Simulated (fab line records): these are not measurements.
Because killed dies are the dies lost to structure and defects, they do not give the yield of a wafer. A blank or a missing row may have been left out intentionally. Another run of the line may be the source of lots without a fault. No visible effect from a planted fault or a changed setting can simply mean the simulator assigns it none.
Matching of chambers ; flow n5Finfet ; rieDiel-02 running N5_BEOL_M0_TRENCH_ETCH_107: 4 sister chambers
The step etches SiOC in C4F6/O2, target depth 32.8 nm, time 16.4 s. 8 wafers are shown with their chamber, then 8 later ones without.

== WAFERS, EACH WITH ITS CHAMBER ==
wafer;chamber;showerheadPlenumPTorr (Torr);throttleValvePct (%)
L074.5;2;2.86;20.71
L077.2;0;2.94;20.50
L080.1;2;2.86;20.73
L080.3;1;3.02;20.42
L082.1;3;3.04;20.98
L082.5;1;3.02;20.45
L082.6;0;2.93;20.52
L091.1;3;3.03;20.99

== WAFERS WITH NO CHAMBER GIVEN ==
wafer;showerheadPlenumPTorr (Torr);throttleValvePct (%)
L091.5;3.01;20.49
L091.6;2.85;20.77
L094.2;2.85;20.77
L094.4;3.01;20.47
L094.6;3.01;20.48
L095.1;3.00;20.47
L095.4;2.92;20.57
L095.5;3.00;20.49

== EACH ONE'S CHAMBER ==
wafer;from the rows above;in truth
L091.5;1;1
L091.6;2;2
L094.2;2;2
L094.4;1;1
L094.6;1;1
L095.1;1;1
L095.4;0;0
L095.5;1;1
Correctly placed: 8 of 8. Number that these rows cannot place: 0. Placed wrongly: 0.
How it was worked out, from the rows above alone: a wafer's distance from a chamber is the root of the sum, over the readings, of the square of ((its reading less the chamber's mean) divided by the reading's scatter). If the next closest chamber is less than 2 further off than the closest, the wafer can't be placed; otherwise it belongs to the closest. The mean given for a chamber averages the wafers shown for that chamber. The scatter: take each reading less its chamber's mean, square it, sum over the shown wafers, divide by the number of wafers less the number of chambers, and take the root.
